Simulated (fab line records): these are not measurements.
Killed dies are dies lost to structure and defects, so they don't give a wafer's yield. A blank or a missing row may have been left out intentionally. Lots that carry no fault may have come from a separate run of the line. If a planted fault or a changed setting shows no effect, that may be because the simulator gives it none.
A lot that was struck, set against a sound lot || flow n5-finfet || 15 steps out of a route of 1938
Sound: the wafers L347.1, L347.3, L347.5. Wafers struck: L345.3, L345.5, L345.6. At the end, the cause is stated.
Per side, at each step with rows, come the tool, then ch with its chambers, and then its first start. Under that, the readings that differ: sound wafers || struck wafers || difference of the means || sigmas: that difference in standard deviations of wafers without a fault.
alike: a reading whose means differ by less than 2 such deviations, as well as words and numbers matching on both sides. not compared: withheld readings; readings where some wafer has no value; bounds like >300 that might hide an equal value; numbers whose values overlap and for which the record gives no deviation.
Wherever a step has rows on one side only, a row that says differs or no value, or a row with sigmas, the two part there. Numbers that don't overlap but have no deviation are shown without sigmas and don't part them. A reading missing from all wafers of one side parts the sides only when that side holds two or more wafers.

first, 10 steps without rows for these wafers: N5_FIN_CUT_DESCUM_13 (chemistry O2, time 7 s); N5_FIN_CUT_ETCH_30 (etches underlayer in N2/H2, target depth 13 nm, time 10.4 s); N5_FIN_CUT_ETCH_20 (etches SiARC in CF4, target depth 26 nm, time 43.3 s); N5_FIN_CUT_ETCH_21 (etches SOC in N2/H2, target depth 219 nm, overetch 43.8 nm, time 523.5 s); N5_FIN_CUT_STRIP_23 (strips in N2/H2); N5_FIN_CUT_STRIP_31 (strips in N2/H2); N5_FIN_CUT_STRIP_24 (strips in CF4); N5_FIN_CUT_CUT_ETCH_26 (etches SiNx in CH3F/O2, target depth 39 nm, time 55.7 s); N5_FIN_CUT_CUT_ETCH_27 (etches SiO2 in CHF3/O2, target depth 4 nm, overetch 2 nm, time 4.9 s); N5_FIN_CUT_PRECLEAN_35 (cleans in vHF, time 13.3 s).
N5_FIN_CUT_CUT_ETCH_15: etches Si in HBr/Cl2/O2, target depth 100 nm, bt time 10 s, time 42.4 s.
  sound on rie-si-03 ch 0,2,3, day 3 21:05; struck on rie-si-03 ch 0,1,2, day 3 10:49
  no value came back on the struck wafers for any of 5 readings (HBr_flow_sccm (sccm), O2_flow_sccm (sccm) and others); on the sound wafers HBr_flow_sccm (sccm) reads 150.6 149.8 148.6
{"reading": "model.SOC_of_FIN_CUT_COAT_18.thk-nm (nm)", "sound": "170.2 170.8 169.6", "struck": "208 208.2 207.6", "difference": "+38", "sigmas": ""}
  not compared: rf-hours-counter-h
N5_FIN_CUT_CUT_ETCH_28: etches Si in HBr/Cl2/O2, target depth 6 nm, time 2.4 s.
  sound on rie-si-03 ch 0,2,3, day 3 21:09; struck on rie-si-03 ch 0,1,2, day 3 10:53
{"reading": "model.SOC_of_FIN_CUT_COAT_18.thk-nm (nm)", "sound": "168.4 169 168", "struck": "206.2 206.4 205.8", "difference": "+37.7", "sigmas": ""}
  alike: HBr_flow_sccm, O2_flow_sccm, drypump-motor-current-A, oes-product-au, throttle-valve-pct
  not compared: rf-hours-counter-h
then, 1 step without rows for these wafers: N5_FIN_CUT_STRIP_22 (strips in N2/H2).
N5_BEOL_M4_RC_MEAS_101:
  the record has rows for the sound wafers here (prober-01 ch 0, day 11 03:01) and none for the struck ones
-- record jumps: 12 days separate the struck wafers' starts on either side; left off in module BEOL_M4, taken up again in module PASSIVATION, whose first shown step is the route's number 1936 --
N5_PASSIVATION_PROBE_49:
  struck on prober-02, day 15 12:39; sound on prober-02, day 15 10:04
{"reading": "killed-at-front-end", "sound": "37 30 39", "struck": "1121 1123 1130", "difference": "+1089", "sigmas": "+91"}
{"reading": "killed-dies", "sound": "100 105 115", "struck": "1180 1180 1180", "difference": "+1073", "sigmas": "+63"}
{"reading": "killed-on-rim", "sound": "12 14 21", "struck": "152 152 152", "difference": "+136", "sigmas": "+36"}
  alike: killed_at_M0_to_M3, killed_at_M4_up, killed-at-contacts, killed-at-other, killed-open, killed-short

WHERE THEY PART
Earliest at N5_FIN_CUT_CUT_ETCH_15; latest, in this record, at N5_PASSIVATION_PROBE_49.

WHY: what had been put in by the simulator
Entire step skipped (rie-si-03, N5_FIN_CUT_CUT_ETCH_15), from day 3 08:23 onward. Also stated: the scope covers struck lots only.
